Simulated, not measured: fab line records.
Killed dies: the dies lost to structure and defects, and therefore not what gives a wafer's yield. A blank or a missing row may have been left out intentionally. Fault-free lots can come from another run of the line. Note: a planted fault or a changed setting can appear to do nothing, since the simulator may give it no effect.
Matching of chambers || flow n5 finfet || N5_BEOL_M0_ALD_136 on ald metal-02: 4 sister chambers
The step deposits TaN, pulse time 2 s, purge time 3 s, co reactant purge time 2 s. 4 wafers are shown with their chamber, then 8 later ones without.

## WAFERS, EACH WITH ITS CHAMBER
{"wafer": "L086.1", "chamber": 1, "heater power w (W)": 449}
{"wafer": "L086.3", "chamber": 3, "heater power w (W)": 425}
{"wafer": "L086.4", "chamber": 0, "heater power w (W)": 437}
{"wafer": "L091.1", "chamber": 2, "heater power w (W)": 447}

## WAFERS MISSING THEIR CHAMBER
{"wafer": "L091.4", "heater power w (W)": 445}
{"wafer": "L091.5", "heater power w (W)": 431}
{"wafer": "L093.2", "heater power w (W)": 423}
{"wafer": "L093.4", "heater power w (W)": 453}
{"wafer": "L093.6", "heater power w (W)": 445}
{"wafer": "L095.1", "heater power w (W)": 439}
{"wafer": "L095.5", "heater power w (W)": 450}
{"wafer": "L095.6", "heater power w (W)": 451}

## WHICH CHAMBER EACH ONE RAN IN
{"wafer": "L091.4", "from the rows above": "can't be placed: 2 or 1 or 0", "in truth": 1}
{"wafer": "L091.5", "from the rows above": "can't be placed: 0 or 3", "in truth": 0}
{"wafer": "L093.2", "from the rows above": 3, "in truth": 3}
{"wafer": "L093.4", "from the rows above": "can't be placed: 1 or 2", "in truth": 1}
{"wafer": "L093.6", "from the rows above": "can't be placed: 2 or 1 or 0", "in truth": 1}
{"wafer": "L095.1", "from the rows above": "can't be placed: 0 or 2", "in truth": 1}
{"wafer": "L095.5", "from the rows above": "can't be placed: 1 or 2", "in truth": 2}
{"wafer": "L095.6", "from the rows above": "can't be placed: 1 or 2", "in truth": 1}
Correctly placed: 1 of 8. Not placeable from these rows: 7 (in 6, the candidates include the true chamber). 0 placed wrongly.
How it was worked out, from the rows above alone: a wafer's distance from a chamber is the root of the sum, over the readings, of the square of ((its reading less the chamber's mean) divided by the reading's scatter). If the next closest chamber is less than 2 further off than the closest, the wafer can't be placed; otherwise it belongs to the closest. Each chamber's mean is taken over the wafers shown for it. The scatter: with one shown wafer a chamber, the root of the mean of the squares of how far each hidden wafer lies from its nearest shown one.
